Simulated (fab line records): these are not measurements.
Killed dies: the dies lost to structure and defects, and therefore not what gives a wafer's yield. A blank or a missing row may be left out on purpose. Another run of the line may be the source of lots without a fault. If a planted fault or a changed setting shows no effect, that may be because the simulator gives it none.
Matching of chambers :: flow n5Finfet :: N5_MIM_BOT_LITHO_DESCUM_10 on rieDiel-01 has 4 sister chambers
The step chemistry O2, time 7.9 s. 4 wafers are shown with their chamber, then 8 later ones without.

== EACH WAFER AND ITS CHAMBER ==
wafer: L185.6
chamber: 1
showerheadPlenumPTorr (Torr): 2.24

wafer: L190.6
chamber: 2
showerheadPlenumPTorr (Torr): 2.09

wafer: L194.5
chamber: 0
showerheadPlenumPTorr (Torr): 2.00

wafer: L197.2
chamber: 3
showerheadPlenumPTorr (Torr): 2.00

== WAFERS WITH NO CHAMBER GIVEN ==
wafer: L197.4
showerheadPlenumPTorr (Torr): 2.00

wafer: L197.6
showerheadPlenumPTorr (Torr): 2.09

wafer: L200.2
showerheadPlenumPTorr (Torr): 2.00

wafer: L200.4
showerheadPlenumPTorr (Torr): 2.00

wafer: L200.5
showerheadPlenumPTorr (Torr): 2.09

wafer: L199.1
showerheadPlenumPTorr (Torr): 2.00

wafer: L199.2
showerheadPlenumPTorr (Torr): 2.22

wafer: L199.5
showerheadPlenumPTorr (Torr): 2.08

== CHAMBER TAKEN BY EACH ==
wafer: L197.4
from the rows above: can't be placed: 0 or 3
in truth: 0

wafer: L197.6
from the rows above: 2
in truth: 2

wafer: L200.2
from the rows above: can't be placed: 0 or 3
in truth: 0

wafer: L200.4
from the rows above: can't be placed: 0 or 3
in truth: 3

wafer: L200.5
from the rows above: 2
in truth: 2

wafer: L199.1
from the rows above: can't be placed: 0 or 3
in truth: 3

wafer: L199.2
from the rows above: 1
in truth: 1

wafer: L199.5
from the rows above: 2
in truth: 2
Correct placement for 4 of the 8. Cannot be placed on the basis of these rows: 4; the candidates contain the true chamber in 4. Placed wrongly: 0.
How it was worked out, from the rows above alone: a wafer's distance from a chamber is the root of the sum, over the readings, of the square of ((its reading less the chamber's mean) divided by the reading's scatter). The wafer belongs to the nearest chamber; if the next one is less than 2 further off, it can't be placed. A chamber's mean is the mean of its shown wafers. The scatter (one wafer shown for each chamber): square how far every hidden wafer sits from the nearest shown wafer, average those squares and take the square root.
